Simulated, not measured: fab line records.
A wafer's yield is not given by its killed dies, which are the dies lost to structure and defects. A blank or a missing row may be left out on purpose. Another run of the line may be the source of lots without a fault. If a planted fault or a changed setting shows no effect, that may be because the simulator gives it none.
Problem report, 8D (eight disciplines) form, completed by code | flow n5 finfet | the parts of the form that need people (team, actions taken, sign-off) are left out

## 1. PROBLEM STATEMENT
COMB_M5 at N5_BEOL_M15_RC_MEAS_101 reads a mean of 1.0e-10 S/m on 4 wafers of 3 lots; wafers without a fault read 3.7e-11 S/m with a standard deviation of 7.6e-12. Measured from the usual mean, that is +8.5 standard deviations.
Earliest sighting: wafer L940.4 on prober-01 at day 15 13:43. The record holds 23 wafers of 8 lots with a number at this step. Rule for "out" (also "out of limits"): further than 4 standard deviations from the usual mean. All remaining wafers that have a number are taken as sound.

## 2. WHAT IT IS AND WHAT IT IS NOT
question                     | is                             | is not
which readings at this step  | COMB_M5                        | COMB_M10, COMB_M11, COMB_M12, COMB_M13, COMB_M14, COMB_M15, COMB_M6, COMB_M7, COMB_M8, COMB_M8_max_site, COMB_M9, SERP_M10, SERP_M10_max_site, SERP_M11, SERP_M12, SERP_M12_max_site, SERP_M13, SERP_M14, SERP_M7, SERP_M8, SERP_M9
which lots                   | L940, L941, L942               | L931, L950, L952, L953, L954
which wafers of those lots   | L940.4, L940.5, L941.4, L942.5 | L941.1, L941.3, L942.1, L942.2
read on which gauges         | prober-01, prober-02           | -
when                         | from day 15 13:43              | up to then (3 sound wafers); but 16 sound wafers of L941, L942, L950, L952, L953, L954 came after
where on the wafer (9 sites) | all sites                      | -

## 3. WHAT RULES OUT EACH SUSPECT
Counting: if a tool at a process step up to the reading ran every lot that is out, it stays a suspect. Sound lots after the first of them don't rule it out here, since some wafers of a struck lot are sound.
- the gauge at N5_BEOL_M15_RC_MEAS_101: ruled out. The wafers that are out were read on 2 gauges (prober-01, prober-02).
- ald metal-01 at N5_BEOL_M5_ALD_86 (deposits TaN, pulse time 2 s, purge time 3 s, co reactant purge time 2 s): kept. Every lot that is out went through it, the first being L940 (day 11 22:39); the last sound lot it ran before that was L931 (day 9 09:19).
The count leaves ald metal-01 at N5_BEOL_M5_ALD_86.

## 4. THE CAUSE (what the simulator had put in)
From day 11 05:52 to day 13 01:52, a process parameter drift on ald metal-01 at N5_BEOL_M5_ALD_86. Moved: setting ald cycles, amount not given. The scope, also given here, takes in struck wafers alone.
The count eliminated every tool but this one.

## 5. SEQUENCE OF EFFECTS, ordered by route
One row per reading whose mean, taken over the struck wafers that have a number, lies over 3 standard deviations from the usual. Only readings whose record carries a usual standard deviation are examined. hours: median over the lots of the time between each lot's start at the first step of this table that gives one and its start at this step. sigmas: the change, counted in usual standard deviations.
hours | step                    | reading          | usual       | on struck wafers | change   | sigmas
0     | N5_BEOL_M15_RC_MEAS_101 | COMB_M5          | 3.7e-11 S/m | 1.0e-10          | +6.4e-11 | +8.5
0     | N5_BEOL_M15_RC_MEAS_101 | COMB_M5_max_site | 5.4e-11 S/m | 1.2e-10          | +6.5e-11 | +5.0
13    | N5_PASSIVATION_PROBE_49 | killed_at_M4_up  | 13          | 42               | +29      | +5.7
Process steps it contains:
- N5_PASSIVATION_PROBE_49

## 6. WHAT WOULD HAVE CAUGHT IT SOONER
Counted from the fault's start at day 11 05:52, it took 104 hours until the first out-of-limits reading at a measuring or inspecting step in this record, taken at day 15 13:43.
An alarm limit of 4 standard deviations would not have fired on the tool readings at N5_BEOL_M5_ALD_86 for which the record gives a usual standard deviation, since none of them was out on any struck wafer.
Each of the lots that are out, 3 in all, had begun N5_BEOL_M5_ALD_86 on ald metal-01 no later than day 15 13:43. None of them would have been spared by holding the tool at that moment.
